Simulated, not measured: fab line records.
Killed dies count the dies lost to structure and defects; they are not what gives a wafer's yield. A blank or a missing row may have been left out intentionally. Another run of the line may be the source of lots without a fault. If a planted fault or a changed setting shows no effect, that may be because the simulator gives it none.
A lot that was struck, set against a sound lot    flow n5_finfet    19 out of 1938 route steps
Sound: these wafers, L725.2, L725.3, L725.4. Struck: wafer L714.3. (L714.2, L714.4 of the same lot were not struck and are left out.) The cause comes at the end.
Per side, at each step with rows, come the tool, then ch with its chambers, and then its first start. Under that, the readings that differ: sound wafers    struck wafers    difference of the means    sigmas: that difference in standard deviations of wafers without a fault.
alike: a reading whose means differ by less than 2 such deviations, as well as words and numbers matching on both sides. not compared: withheld readings; readings where some wafer has no value; bounds like >300 that might hide an equal value; numbers whose values overlap and for which the record gives no deviation.
Wherever a step has rows on one side only, a row that says differs or no value, or a row with sigmas, the two part there. When numbers do not overlap yet have no deviation, they are printed without sigmas and do not part them. A reading that every wafer of one side lacks parts them only if that side has two wafers or more.

N5_START_INSPECT_01: inspects for defects (unpatterned scan).
  sound: defect_inspect-02 at day 4 18:02; struck: defect_inspect-02 at day 2 00:02
  alike: raw_defect_count
then, 2 steps without rows for these wafers: N5_ZERO_LAYER_PRECLEAN_00 (cleans in SPM, time 600 s); N5_ZERO_LAYER_SRD_01 (time 30 s, dry time 30 s).
N5_ZERO_LAYER_PECVD_02: deposits SiO2 from SiH4/N2O, target thk 10 nm, time 6 s.
  sound on pecvd-01 ch 0,1,2, day 4 18:17; struck on pecvd-04 ch 0, day 2 00:17
  alike: heater_power_w, showerhead_plenum_p_Torr
  not compared: since_wet_clean_h
then, 4 steps without rows for these wafers: N5_ZERO_LAYER_HMDS_04 (time 60 s); N5_ZERO_LAYER_COAT_05 (resist thk 1000 nm); N5_ZERO_LAYER_EBR_07; N5_ZERO_LAYER_SOFTBAKE_06 (time 90 s).
N5_ZERO_LAYER_EXPOSE_08: exposes mask ZERO, defocus 0 nm, target cd 2000 nm.
  sound on krf_scanner-01 ch 0, day 4 18:28; struck on krf_scanner-02 ch 0, day 2 00:31
  alike: mask, exposure_dose_mJ_cm2, focus_offset_nm
then, 3 steps without rows for these wafers: N5_ZERO_LAYER_PEB_09; N5_ZERO_LAYER_DEVELOP_10 (develop time 60 s); N5_ZERO_LAYER_HARDBAKE_23 (time 120 s).
N5_ZERO_LAYER_CD_MEAS_11: the cd target is 2000 nm.
  sound on cd_sem-03 ch 0, day 4 18:38; struck on cd_sem-03 ch 0, day 2 00:41
reading     sound                 struck  difference  sigmas
cd_nm (nm)  2001.9 2002.9 2000.4  2010.3  +8.6        +5
N5_ZERO_LAYER_DESCUM_16: chemistry O2, time 7.9 s.
  sound on rie_diel-06 ch 0,2,3, day 4 18:42; struck on rie_diel-01 ch 2, day 2 00:44
  alike: bias_power_w, drypump_motor_current_A, oes_product_au, rf_vpp_V, showerhead_plenum_p_Torr, temp_c, throttle_valve_pct
  not compared: rf_hours_counter_h, model.ZERO_LAYER.cd_nm
N5_ZERO_LAYER_ETCH_17: etches SiO2 in CF4, target depth 12 nm, time 13.3 s.
  sound on rie_diel-06 ch 0,2,3, day 4 18:44; struck on rie_diel-01 ch 2, day 2 00:46
  alike: drypump_motor_current_A, oes_product_au, rf_vpp_V, showerhead_plenum_p_Torr, throttle_valve_pct
  not compared: rf_hours_counter_h
N5_ZERO_LAYER_ETCH_18: etches Si in HBr/Cl2, target depth 120 nm, time 40 s.
  sound on rie_si-06 ch 1,3, day 4 18:48; struck on rie_si-05 ch 1, day 2 00:50
reading                      sound           struck  difference  sigmas
model.ZERO_LAYER.cd_nm (nm)  2002 2003 2001  2010    +8          
  alike: drypump_motor_current_A, oes_product_au, throttle_valve_pct
  not compared: rf_hours_counter_h
N5_ZERO_LAYER_STRIP_24: strips in O2.
  sound on plasma_asher-02 ch 0,1, day 4 18:55; struck on plasma_asher-02 ch 0, day 2 00:56
reading     sound                 struck  difference  sigmas
temp_c (C)  249.98 249.93 249.90  250.34  +0.40       +2
  alike: drypump_motor_current_A, heater_power_w, oes_product_au, strip_time_to_endpoint_s
  not compared: rf_hours_counter_h
-- a jump in the record: the struck wafers' starts before and after are 7 days apart (it breaks off in module ZERO_LAYER and resumes in module BEOL_M4, where the first step shown is number 1111 of the route) --
N5_BEOL_M4_RC_MEAS_101:
  sound on prober-02 ch 0, day 12 11:02; struck on prober-02 ch 0, day 8 20:32
reading        sound           struck  difference  sigmas
DIBL_P (mV/V)  33.3 33.3 33.2  37.1    +3.8        +3
  alike: DIBL_N, IOFF_N, IOFF_P, ION_N, ION_P, SS_N, SS_P, VT_N, VT_P
N5_PASSIVATION_PROBE_49:
  rows exist in the record for the sound wafers here (prober-02, day 17 06:49), none for the struck ones

WHERE THEY PART
First at N5_ZERO_LAYER_CD_MEAS_11; last, within this record, at N5_PASSIVATION_PROBE_49.

WHY: what the simulator had put in
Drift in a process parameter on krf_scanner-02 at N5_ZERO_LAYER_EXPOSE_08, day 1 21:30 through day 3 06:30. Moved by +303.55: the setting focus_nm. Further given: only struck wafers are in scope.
